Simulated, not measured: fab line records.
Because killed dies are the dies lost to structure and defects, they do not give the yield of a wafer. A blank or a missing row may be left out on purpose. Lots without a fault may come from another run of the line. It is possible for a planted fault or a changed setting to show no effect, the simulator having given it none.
Which tool did it? :: flow n5 finfet :: 24 lots, 72 wafers sampled, at 4 steps of a route of 1938

WHAT THE GAUGES SHOWED, per wafer
N5_BEOL_M13_THK_MEAS_01.
lot: L074
measured: day 10 06:47
on: film metro-01
M13_ILD_THK (nm): 840 834 846

lot: L076
measured: day 10 12:41
on: film metro-01
M13_ILD_THK (nm): 836 852 850

lot: L075
measured: day 10 14:55
on: film metro-02
M13_ILD_THK (nm): 838 837 855

lot: L077
measured: day 10 19:08
on: film metro-01
M13_ILD_THK (nm): 841 852 852

lot: L078
measured: day 10 22:58
on: film metro-02
M13_ILD_THK (nm): 844 843 858

lot: L079
measured: day 11 05:02
on: film metro-02
M13_ILD_THK (nm): 836 835 858

lot: L080
measured: day 11 06:36
on: film metro-02
M13_ILD_THK (nm): 838 839 847

lot: L082
measured: day 11 10:53
on: film metro-02
M13_ILD_THK (nm): 837 852 857

lot: L081
measured: day 11 15:19
on: film metro-02
M13_ILD_THK (nm): 827 825 847

lot: L083
measured: day 11 15:56
on: film metro-02
M13_ILD_THK (nm): 843 832 850

lot: L084
measured: day 12 01:09
on: film metro-01
M13_ILD_THK (nm): 838 841 860

lot: L088
measured: day 15 10:35
on: film metro-02
M13_ILD_THK (nm): 825 820 845

lot: L095
measured: day 15 23:59
on: film metro-01
M13_ILD_THK (nm): 832 843 847

lot: L094
measured: day 16 01:46
on: film metro-01
M13_ILD_THK (nm): 840 864 873

lot: L090
measured: day 16 02:22
on: film metro-01
M13_ILD_THK (nm): 837 840 845

lot: L085
measured: day 16 07:42
on: film metro-01
M13_ILD_THK (nm): 836 840 846

lot: L089
measured: day 16 19:29
on: film metro-02
M13_ILD_THK (nm): 829 852 853

lot: L092
measured: day 16 21:30
on: film metro-02
M13_ILD_THK (nm): 837 840 855

lot: L091
measured: day 16 21:57
on: film metro-02
M13_ILD_THK (nm): 836 840 835

lot: L093
measured: day 17 13:19
on: film metro-02
M13_ILD_THK (nm): 847 843 859

lot: L087
measured: day 17 13:40
on: film metro-01
M13_ILD_THK (nm): 842 827 830

lot: L096
measured: day 17 14:32
on: film metro-02
M13_ILD_THK (nm): 829 851 844

lot: L097
measured: day 18 04:21
on: film metro-02
M13_ILD_THK (nm): 815 840 829

lot: L086
measured: day 18 05:02
on: film metro-01
M13_ILD_THK (nm): 832 839 833

N5_BEOL_M13_OVL_MEAS_29.
lot: L074
measured: day 10 08:04
on: overlay-01
M13_OVL (nm): -6 5 3

lot: L076
measured: day 10 14:13
on: overlay-01
M13_OVL (nm): -8 1 -7

lot: L075
measured: day 10 16:20
on: overlay-02
M13_OVL (nm): 16 10 8

lot: L077
measured: day 10 20:56
on: overlay-01
M13_OVL (nm): 0 2 -6

lot: L078
measured: day 11 00:29
on: overlay-01
M13_OVL (nm): 7 2 5

lot: L079
measured: day 11 06:27
on: overlay-02
M13_OVL (nm): -3 -3 -1

lot: L080
measured: day 11 08:05
on: overlay-01
M13_OVL (nm): 1 6 6

lot: L082
measured: day 11 12:10
on: overlay-01
M13_OVL (nm): 7 2 5

lot: L081
measured: day 11 17:58
on: overlay-01
M13_OVL (nm): 0 9 8

lot: L083
measured: day 11 19:28
on: overlay-01
M13_OVL (nm): -12 0 -5

lot: L084
measured: day 12 02:41
on: overlay-01
M13_OVL (nm): 7 6 12

lot: L088
measured: day 15 11:52
on: overlay-01
M13_OVL (nm): 7 -1 -7

lot: L095
measured: day 16 01:28
on: overlay-01
M13_OVL (nm): 1 4 2

lot: L094
measured: day 16 03:10
on: overlay-02
M13_OVL (nm): 3 5 9

lot: L090
measured: day 16 03:53
on: overlay-02
M13_OVL (nm): 3 -7 -7

lot: L085
measured: day 16 09:07
on: overlay-01
M13_OVL (nm): 4 5 -9

lot: L089
measured: day 16 21:01
on: overlay-01
M13_OVL (nm): -1 4 -1

lot: L092
measured: day 16 23:02
on: overlay-01
M13_OVL (nm): 8 7 -3

lot: L091
measured: day 16 23:21
on: overlay-02
M13_OVL (nm): 0 0 4

lot: L093
measured: day 17 14:43
on: overlay-01
M13_OVL (nm): 8 9 3

lot: L087
measured: day 17 15:04
on: overlay-02
M13_OVL (nm): -1 -1 -4

lot: L096
measured: day 17 16:13
on: overlay-01
M13_OVL (nm): -1 7 -2

lot: L097
measured: day 18 05:53
on: overlay-02
M13_OVL (nm): 4 -2 -3

lot: L086
measured: day 18 06:26
on: overlay-01
M13_OVL (nm): -2 0 0

WHICH TOOL RAN EACH LOT (tool, then ch and the chambers of the sampled wafers, then the start)
lot: L074
N5_BEOL_M12_SPUTTER_45: pvd sputter-01, day 10 05:34
N5_BEOL_M13_ETCH_59: rie diel-05 ch 1,2,3, day 10 07:13

lot: L076
N5_BEOL_M12_SPUTTER_45: pvd sputter-03, day 10 11:25
N5_BEOL_M13_ETCH_59: rie diel-06 ch 1,2, day 10 13:14

lot: L075
N5_BEOL_M12_SPUTTER_45: pvd sputter-01, day 10 13:40
N5_BEOL_M13_ETCH_59: rie diel-05 ch 0,3, day 10 15:29

lot: L077
N5_BEOL_M12_SPUTTER_45: pvd sputter-02, day 10 17:54
N5_BEOL_M13_ETCH_59: rie diel-06 ch 0,1,3, day 10 19:58

lot: L078
N5_BEOL_M12_SPUTTER_45: pvd sputter-02, day 10 21:40
N5_BEOL_M13_ETCH_59: rie diel-01 ch 0,1,2, day 10 23:31

lot: L079
N5_BEOL_M12_SPUTTER_45: pvd sputter-01, day 11 03:51
N5_BEOL_M13_ETCH_59: rie diel-06 ch 0,1,2, day 11 05:28

lot: L080
N5_BEOL_M12_SPUTTER_45: pvd sputter-01, day 11 05:25
N5_BEOL_M13_ETCH_59: rie diel-05 ch 0,2,3, day 11 07:07

lot: L082
N5_BEOL_M12_SPUTTER_45: pvd sputter-03, day 11 09:41
N5_BEOL_M13_ETCH_59: rie diel-01 ch 0,3, day 11 11:19

lot: L081
N5_BEOL_M12_SPUTTER_45: pvd sputter-01, day 11 14:06
N5_BEOL_M13_ETCH_59: rie diel-01 ch 0,2,3, day 11 16:59

lot: L083
N5_BEOL_M12_SPUTTER_45: pvd sputter-03, day 11 14:44
N5_BEOL_M13_ETCH_59: rie diel-06 ch 0,1,2, day 11 18:29

lot: L084
N5_BEOL_M12_SPUTTER_45: pvd sputter-03, day 11 23:55
N5_BEOL_M13_ETCH_59: rie diel-05 ch 0,1,2, day 12 01:42

lot: L088
N5_BEOL_M12_SPUTTER_45: pvd sputter-01, day 15 09:23
N5_BEOL_M13_ETCH_59: rie diel-01 ch 0,1,3, day 15 11:01

lot: L095
N5_BEOL_M12_SPUTTER_45: pvd sputter-03, day 15 22:43
N5_BEOL_M13_ETCH_59: rie diel-06 ch 1,2,3, day 16 00:29

lot: L094
N5_BEOL_M12_SPUTTER_45: pvd sputter-01, day 16 00:34
N5_BEOL_M13_ETCH_59: rie diel-01 ch 0,2, day 16 02:11

lot: L090
N5_BEOL_M12_SPUTTER_45: pvd sputter-01, day 16 01:10
N5_BEOL_M13_ETCH_59: rie diel-06 ch 0,2, day 16 02:55

lot: L085
N5_BEOL_M12_SPUTTER_45: pvd sputter-02, day 16 06:31
N5_BEOL_M13_ETCH_59: rie diel-06 ch 0,1, day 16 08:08

lot: L089
N5_BEOL_M12_SPUTTER_45: pvd sputter-02, day 16 18:14
N5_BEOL_M13_ETCH_59: rie diel-01 ch 1,2, day 16 20:02

lot: L092
N5_BEOL_M12_SPUTTER_45: pvd sputter-03, day 16 20:13
N5_BEOL_M13_ETCH_59: rie diel-06 ch 0,1, day 16 22:04

lot: L091
N5_BEOL_M12_SPUTTER_45: pvd sputter-03, day 16 20:39
N5_BEOL_M13_ETCH_59: rie diel-06 ch 0,2,3, day 16 22:22

lot: L093
N5_BEOL_M12_SPUTTER_45: pvd sputter-03, day 17 12:07
N5_BEOL_M13_ETCH_59: rie diel-06 ch 1,3, day 17 13:52

lot: L087
N5_BEOL_M12_SPUTTER_45: pvd sputter-01, day 17 12:29
N5_BEOL_M13_ETCH_59: rie diel-01 ch 0,1,2, day 17 14:06

lot: L096
N5_BEOL_M12_SPUTTER_45: pvd sputter-01, day 17 12:58
N5_BEOL_M13_ETCH_59: rie diel-06 ch 0,2,3, day 17 15:22

lot: L097
N5_BEOL_M12_SPUTTER_45: pvd sputter-01, day 18 03:01
N5_BEOL_M13_ETCH_59: rie diel-06 ch 0,1,3, day 18 04:54

lot: L086
N5_BEOL_M12_SPUTTER_45: pvd sputter-02, day 18 03:50
N5_BEOL_M13_ETCH_59: rie diel-01 ch 0,1,3, day 18 05:28
- N5_BEOL_M12_SPUTTER_45: material Cu, target thk 80 nm, time 13.33 s.
- N5_BEOL_M13_ETCH_59: etches BARC in N2/H2, target depth 89 nm, overetch 26.7 nm, time 67.9 s.

WHAT THE TOOLS THEMSELVES READ (means of the sampled wafers that have a number; where no wafer has one, the mark that the record gives instead)
N5_BEOL_M12_SPUTTER_45.
lot: L074
tool: pvd sputter-01
substrate temp c (C): -20.00
throttle valve pct (%): 30.6

lot: L076
tool: pvd sputter-03
substrate temp c (C): -20.01
throttle valve pct (%): 29.4

lot: L075
tool: pvd sputter-01
substrate temp c (C): -20.06
throttle valve pct (%): 30.1

lot: L077
tool: pvd sputter-02
substrate temp c (C): -19.96
throttle valve pct (%): 28.9

lot: L078
tool: pvd sputter-02
substrate temp c (C): -19.97
throttle valve pct (%): 29.6

lot: L079
tool: pvd sputter-01
substrate temp c (C): -20.01
throttle valve pct (%): 30.2

lot: L080
tool: pvd sputter-01
substrate temp c (C): -20.09
throttle valve pct (%): 30.5

lot: L082
tool: pvd sputter-03
substrate temp c (C): -20.02
throttle valve pct (%): 29.6

lot: L081
tool: pvd sputter-01
substrate temp c (C): -20.01
throttle valve pct (%): 30.1

lot: L083
tool: pvd sputter-03
substrate temp c (C): -20.01
throttle valve pct (%): 29.2

lot: L084
tool: pvd sputter-03
substrate temp c (C): -20.01
throttle valve pct (%): 30.1

lot: L088
tool: pvd sputter-01
substrate temp c (C): -19.99
throttle valve pct (%): 30.1

lot: L095
tool: pvd sputter-03
substrate temp c (C): -20.04
throttle valve pct (%): 29.5

lot: L094
tool: pvd sputter-01
substrate temp c (C): -19.92
throttle valve pct (%): 30.1

lot: L090
tool: pvd sputter-01
substrate temp c (C): -19.94
throttle valve pct (%): 30.1

lot: L085
tool: pvd sputter-02
substrate temp c (C): -20.12
throttle valve pct (%): 29.2

lot: L089
tool: pvd sputter-02
substrate temp c (C): -20.04
throttle valve pct (%): 29.8

lot: L092
tool: pvd sputter-03
substrate temp c (C): -19.97
throttle valve pct (%): 30.2

lot: L091
tool: pvd sputter-03
substrate temp c (C): -20.02
throttle valve pct (%): 29.4

lot: L093
tool: pvd sputter-03
substrate temp c (C): -19.87
throttle valve pct (%): 31.1

lot: L087
tool: pvd sputter-01
substrate temp c (C): -20.04
throttle valve pct (%): 30.5

lot: L096
tool: pvd sputter-01
substrate temp c (C): -20.00
throttle valve pct (%): 30.5

lot: L097
tool: pvd sputter-01
substrate temp c (C): -20.01
throttle valve pct (%): 30.6

lot: L086
tool: pvd sputter-02
substrate temp c (C): -19.95
throttle valve pct (%): 28.7

N5_BEOL_M13_ETCH_59.
lot: L074
tool: rie diel-05
bias w (W): 150.1
drypump motor current A (A): 5.6
oes product au (a.u.): 0.66
rf vpp V (V): 524.7
showerhead plenum p Torr (Torr): 2.59
throttle valve pct (%): 17.95

lot: L076
tool: rie diel-06
bias w (W): 150.2
drypump motor current A (A): 6.1
oes product au (a.u.): 0.71
rf vpp V (V): 521.7
showerhead plenum p Torr (Torr): 2.50
throttle valve pct (%): 17.67

lot: L075
tool: rie diel-05
bias w (W): 150.3
drypump motor current A (A): 6.1
oes product au (a.u.): 0.64
rf vpp V (V): 522.5
showerhead plenum p Torr (Torr): 2.50
throttle valve pct (%): 18.14

lot: L077
tool: rie diel-06
bias w (W): 150.2
drypump motor current A (A): 5.7
oes product au (a.u.): 0.64
rf vpp V (V): 524.9
showerhead plenum p Torr (Torr): 2.57
throttle valve pct (%): 17.84

lot: L078
tool: rie diel-01
bias w (W): 150.0
drypump motor current A (A): 5.3
oes product au (a.u.): 0.62
rf vpp V (V): 525.6
showerhead plenum p Torr (Torr): 2.58
throttle valve pct (%): 18.02

lot: L079
tool: rie diel-06
bias w (W): 150.0
drypump motor current A (A): 6.1
oes product au (a.u.): 0.68
rf vpp V (V): 523.8
showerhead plenum p Torr (Torr): 2.56
throttle valve pct (%): 17.70

lot: L080
tool: rie diel-05
bias w (W): 150.1
drypump motor current A (A): 5.6
oes product au (a.u.): 0.64
rf vpp V (V): 524.3
showerhead plenum p Torr (Torr): 2.57
throttle valve pct (%): 18.05

lot: L082
tool: rie diel-01
bias w (W): 149.6
drypump motor current A (A): 4.9
oes product au (a.u.): 0.62
rf vpp V (V): 524.8
showerhead plenum p Torr (Torr): 2.59
throttle valve pct (%): 18.19

lot: L081
tool: rie diel-01
bias w (W): 150.1
drypump motor current A (A): 5.1
oes product au (a.u.): 0.62
rf vpp V (V): 524.6
showerhead plenum p Torr (Torr): 2.55
throttle valve pct (%): 18.14

lot: L083
tool: rie diel-06
bias w (W): 150.0
drypump motor current A (A): 6.1
oes product au (a.u.): 0.68
rf vpp V (V): 524.5
showerhead plenum p Torr (Torr): 2.56
throttle valve pct (%): 17.71

lot: L084
tool: rie diel-05
bias w (W): 150.0
drypump motor current A (A): 6.3
oes product au (a.u.): 0.60
rf vpp V (V): 522.3
showerhead plenum p Torr (Torr): 2.47
throttle valve pct (%): 18.11

lot: L088
tool: rie diel-01
bias w (W): 150.2
drypump motor current A (A): 5.0
oes product au (a.u.): 0.74
rf vpp V (V): 525.2
showerhead plenum p Torr (Torr): 2.57
throttle valve pct (%): 17.84

lot: L095
tool: rie diel-06
bias w (W): 149.9
drypump motor current A (A): 5.8
oes product au (a.u.): 0.64
rf vpp V (V): 522.5
showerhead plenum p Torr (Torr): 2.50
throttle valve pct (%): 17.89

lot: L094
tool: rie diel-01
bias w (W): 149.9
drypump motor current A (A): 5.4
oes product au (a.u.): 0.62
rf vpp V (V): 524.0
showerhead plenum p Torr (Torr): 2.54
throttle valve pct (%): 18.13

lot: L090
tool: rie diel-06
bias w (W): 149.7
drypump motor current A (A): 6.5
oes product au (a.u.): 0.69
rf vpp V (V): 523.6
showerhead plenum p Torr (Torr): 2.54
throttle valve pct (%): 17.63

lot: L085
tool: rie diel-06
bias w (W): 149.9
drypump motor current A (A): 6.1
oes product au (a.u.): 0.64
rf vpp V (V): 525.4
showerhead plenum p Torr (Torr): 2.60
throttle valve pct (%): 17.77

lot: L089
tool: rie diel-01
bias w (W): 150.5
drypump motor current A (A): 5.3
oes product au (a.u.): 0.72
rf vpp V (V): 525.0
showerhead plenum p Torr (Torr): 2.56
throttle valve pct (%): 17.74

lot: L092
tool: rie diel-06
bias w (W): 149.6
drypump motor current A (A): 5.7
oes product au (a.u.): 0.61
rf vpp V (V): 523.8
showerhead plenum p Torr (Torr): 2.55
throttle valve pct (%): 17.89

lot: L091
tool: rie diel-06
bias w (W): 149.8
drypump motor current A (A): 6.1
oes product au (a.u.): 0.65
rf vpp V (V): 524.1
showerhead plenum p Torr (Torr): 2.55
throttle valve pct (%): 17.80

lot: L093
tool: rie diel-06
bias w (W): 150.1
drypump motor current A (A): 5.4
oes product au (a.u.): 0.59
rf vpp V (V): 522.3
showerhead plenum p Torr (Torr): 2.50
throttle valve pct (%): 18.04

lot: L087
tool: rie diel-01
bias w (W): 150.2
drypump motor current A (A): 5.3
oes product au (a.u.): 0.66
rf vpp V (V): 523.7
showerhead plenum p Torr (Torr): 2.57
throttle valve pct (%): 17.97

lot: L096
tool: rie diel-06
bias w (W): 150.3
drypump motor current A (A): 6.1
oes product au (a.u.): 0.65
rf vpp V (V): 523.1
showerhead plenum p Torr (Torr): 2.55
throttle valve pct (%): 17.81

lot: L097
tool: rie diel-06
bias w (W): 150.2
drypump motor current A (A): 5.8
oes product au (a.u.): 0.61
rf vpp V (V): 524.2
showerhead plenum p Torr (Torr): 2.55
throttle valve pct (%): 17.93

lot: L086
tool: rie diel-01
bias w (W): 149.9
drypump motor current A (A): 5.0
oes product au (a.u.): 0.71
rf vpp V (V): 524.6
showerhead plenum p Torr (Torr): 2.56
throttle valve pct (%): 17.88

THE ANSWER, worked out from the rows above alone
Rule: the lots themselves supply what counts as usual. The widest of any qualifying gaps counts: lots, ordered by their means at a reading, are off when they make up no more than a third of the lots, leave a main group of 4 or more, and stand apart from it by 3 or more times the standard deviation of that group's means. A main group is skipped when, at the precision printed for the reading in the tables above, its means are all equal. A lot without any number at a reading at which 4 lots or more have one is off too. Where the step has rows for the other lots, those lots are counted as sound. The gauges are gone through in route order, then the tools' own readings, and for those a lot's mean is taken as printed above. The first step at which some lot is off is used, and at that step the reading that is off furthest; a lot without a number counts as furthest.
Across all readings shown, no lot is off: no conclusion can be drawn from this.

WHAT THE SIMULATOR HAD PUT IN
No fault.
